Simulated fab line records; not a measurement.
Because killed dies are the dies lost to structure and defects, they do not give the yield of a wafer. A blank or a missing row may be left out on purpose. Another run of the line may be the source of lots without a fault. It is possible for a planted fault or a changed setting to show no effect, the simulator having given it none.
Matching of chambers + flow n5Finfet + N5_BEOL_M14_DESCUM_15 on rieDiel-01: 4 sister chambers
The step chemistry O2, time 7.9 s. 4 wafers are shown with their chamber, then 8 later ones without.

WAFERS, EACH WITH ITS CHAMBER
| wafer  | chamber | showerheadPlenumPTorr (Torr) |
|--------|---------|------------------------------|
| L076.5 | 3       | 2.07                         |
| L092.5 | 2       | 2.04                         |
| L092.6 | 1       | 2.05                         |
| L093.1 | 0       | 2.16                         |

WAFERS MISSING THEIR CHAMBER
| wafer  | showerheadPlenumPTorr (Torr) |
|--------|------------------------------|
| L093.3 | 2.05                         |
| L093.6 | 2.03                         |
| L094.1 | 2.05                         |
| L094.3 | 2.16                         |
| L094.4 | 2.03                         |
| L095.1 | 2.06                         |
| L095.3 | 2.05                         |
| L095.6 | 2.16                         |

CHAMBER TAKEN BY EACH
| wafer  | from the rows above          | in truth |
|--------|------------------------------|----------|
| L093.3 | can't be placed: 1 or 2      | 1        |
| L093.6 | can't be placed: 2 or 1      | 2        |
| L094.1 | can't be placed: 1 or 2      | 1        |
| L094.3 | 0                            | 0        |
| L094.4 | can't be placed: 2 or 1      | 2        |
| L095.1 | can't be placed: 3 or 1 or 2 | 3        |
| L095.3 | can't be placed: 1 or 2      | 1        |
| L095.6 | 0                            | 0        |
Correctly placed: 2 of 8. Unplaceable from these rows: 6, with the true chamber sitting among the candidates in 6. 0 placed wrongly.
How it was worked out, from the rows above alone: a wafer's distance from a chamber is the root of the sum, over the readings, of the square of ((its reading less the chamber's mean) divided by the reading's scatter). The wafer belongs to the nearest chamber; if the next one is less than 2 further off, it can't be placed. A chamber's mean is the mean of its shown wafers. The scatter: root of mean squared gap, hidden wafer to nearest shown wafer, with one shown wafer a chamber.
